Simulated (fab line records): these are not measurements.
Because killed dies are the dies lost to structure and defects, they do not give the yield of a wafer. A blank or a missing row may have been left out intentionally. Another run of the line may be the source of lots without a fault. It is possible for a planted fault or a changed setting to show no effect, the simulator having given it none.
Chamber matching	flow n5_finfet	N5_ZERO_LAYER_ETCH_17 on rie_diel-05: 4 sister chambers
The step etches SiO2 in CF4, target depth 12 nm, time 13.3 s. 8 wafers are shown with their chamber, then 12 later ones without.

WAFERS WITH THEIR CHAMBER
wafer	chamber	showerhead_plenum_p_Torr (Torr)	throttle_valve_pct (%)
L085.1	2	2.22	15.63
L085.6	1	2.06	15.99
L089.2	2	2.21	15.67
L089.3	3	2.21	15.66
L089.6	0	2.26	15.59
L090.1	1	2.06	15.98
L090.2	0	2.26	15.61
L090.3	3	2.21	15.66

WAFERS WITH NO CHAMBER GIVEN
wafer	showerhead_plenum_p_Torr (Torr)	throttle_valve_pct (%)
L091.2	2.20	15.65
L091.4	2.26	15.60
L091.5	2.26	15.60
L093.1	2.25	15.62
L093.3	2.06	16.01
L093.5	2.20	15.67
L094.1	2.06	16.00
L094.2	2.25	15.61
L094.5	2.21	15.68
L095.2	2.20	15.70
L095.3	2.25	15.61
L095.5	2.25	15.63

CHAMBER TAKEN BY EACH
wafer	from the rows above	in truth
L091.2	can't be placed: 3 or 2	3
L091.4	0	0
L091.5	0	0
L093.1	0	0
L093.3	1	1
L093.5	can't be placed: 3 or 2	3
L094.1	1	1
L094.2	0	0
L094.5	can't be placed: 3 or 2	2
L095.2	can't be placed: 3 or 2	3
L095.3	0	0
L095.5	0	0
Correctly placed: 8 of 12. Not placeable from these rows: 4 (in 4, the candidates include the true chamber). 0 placed wrongly.
How it was worked out, from the rows above alone: a wafer's distance from a chamber is the root of the sum, over the readings, of the square of ((its reading less the chamber's mean) divided by the reading's scatter). The wafer belongs to the nearest chamber; if the next one is less than 2 further off, it can't be placed. The mean given for a chamber averages the wafers shown for that chamber. How the scatter is found: for the shown wafers, subtract from each reading the mean of its chamber, square and add these, divide the total by (wafers less chambers), then take the root.
